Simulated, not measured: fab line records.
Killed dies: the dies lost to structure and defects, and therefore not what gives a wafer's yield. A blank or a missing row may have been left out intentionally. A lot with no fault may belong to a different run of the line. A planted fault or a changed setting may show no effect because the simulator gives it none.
Which tool did it? ; flow n5Finfet ; at 1 step of a route of 1938, 11 lots with 33 wafers sampled

== WHAT EACH GAUGE READ, for each wafer ==
N5_BEOL_M14_RS_MEAS_54: the measuring method here is four-point-probe.
lot;measured;on;M14_RS (ohm/sq)
L478;day 13 15:30;filmMetro-01;0.0318 0.0331 0.0326
L479;day 13 16:44;filmMetro-01;0.0328 0.0327 0.0336
L474;day 13 23:43;filmMetro-02;0.0326 0.0343 0.0327
L477;day 14 06:33;filmMetro-01;0.0327 0.0331 0.0336
L480;day 14 07:21;filmMetro-01;0.0317 0.0321 0.0326
L482;day 15 01:34;filmMetro-02;0.0326 0.0324 0.0332
L485;day 15 01:50;filmMetro-02;0.0333 0.0337 0.0350
L484;day 15 07:08;filmMetro-02;0.0334 0.0338 0.0338
L489;day 16 12:59;filmMetro-02;0.0327 0.0330 0.0327
L492;day 17 02:31;filmMetro-02;0.0330 0.0328 0.0339
L494;day 17 06:43;filmMetro-01;0.0324 0.0327 0.0329

== WHAT TOOL EACH LOT RAN ON (gives the tool, then ch and the chambers of the sampled wafers, and finally the start) ==
Record: no process step prior to these readings.

== THE ANSWER, worked out from the rows above alone ==
Rule: the usual values come from the lots themselves. The widest of any qualifying gaps counts: lots, ordered by their means at a reading, are off when they make up no more than a third of the lots, leave a main group of 4 or more, and stand apart from it by 3 or more times the standard deviation of that group's means. A main group whose means are all the same, to the digits that the tables above print for the reading, isn't used. Also off: a lot with no number at a reading for which 4 or more lots have one. Any other lot the step has rows for is counted as sound.
No lot is off on any of the readings shown, so nothing can be concluded from this.

== WHAT THE SIMULATOR HAD INSERTED ==
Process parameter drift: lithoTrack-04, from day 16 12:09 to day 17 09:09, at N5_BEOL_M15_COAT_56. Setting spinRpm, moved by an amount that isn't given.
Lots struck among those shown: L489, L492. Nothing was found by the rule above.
